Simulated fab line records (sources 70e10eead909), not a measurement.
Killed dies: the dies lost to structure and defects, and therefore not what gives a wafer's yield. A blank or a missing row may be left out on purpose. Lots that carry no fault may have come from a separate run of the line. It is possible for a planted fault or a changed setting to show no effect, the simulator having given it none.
Chamber matching | flow nand harc | NHARC_P_CONTACT_DEP_30 on pecvd-01 has 3 sister chambers
The step deposits SiNx, target thk 30 nm. 3 wafers are shown with their chamber, then 10 later ones without.

== WAFERS, EACH WITH ITS CHAMBER ==
wafer  | chamber | heater power w (W)
L088.4 | 2       | 779
L090.2 | 1       | 778
L090.4 | 0       | 642

== WAFERS MISSING THEIR CHAMBER ==
wafer  | heater power w (W)
L090.5 | 726
L091.1 | 788
L091.4 | 551
L091.5 | 885
L092.1 | 824
L092.3 | 763
L092.5 | 783
L094.1 | 850
L094.2 | 613
L094.5 | 606

== CHAMBER TAKEN BY EACH ==
wafer  | from the rows above          | in truth
L090.5 | can't be placed: 1 or 2 or 0 | 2
L091.1 | can't be placed: 2 or 1      | 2
L091.4 | 0                            | 0
L091.5 | can't be placed: 2 or 1      | 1
L092.1 | can't be placed: 2 or 1      | 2
L092.3 | can't be placed: 1 or 2 or 0 | 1
L092.5 | can't be placed: 2 or 1      | 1
L094.1 | can't be placed: 2 or 1      | 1
L094.2 | 0                            | 0
L094.5 | 0                            | 0
Placed correctly: 3 of 10. Unplaceable from these rows: 7, with the true chamber sitting among the candidates in 7. Placed wrongly: 0.
How it was worked out, from the rows above alone: a wafer's distance from a chamber is the root of the sum, over the readings, of the square of ((its reading less the chamber's mean) divided by the reading's scatter). If the next closest chamber is less than 2 further off than the closest, the wafer can't be placed; otherwise it belongs to the closest. A chamber's mean is the mean of its shown wafers. The scatter: with one shown wafer a chamber, the root of the mean of the squares of how far each hidden wafer lies from its nearest shown one.
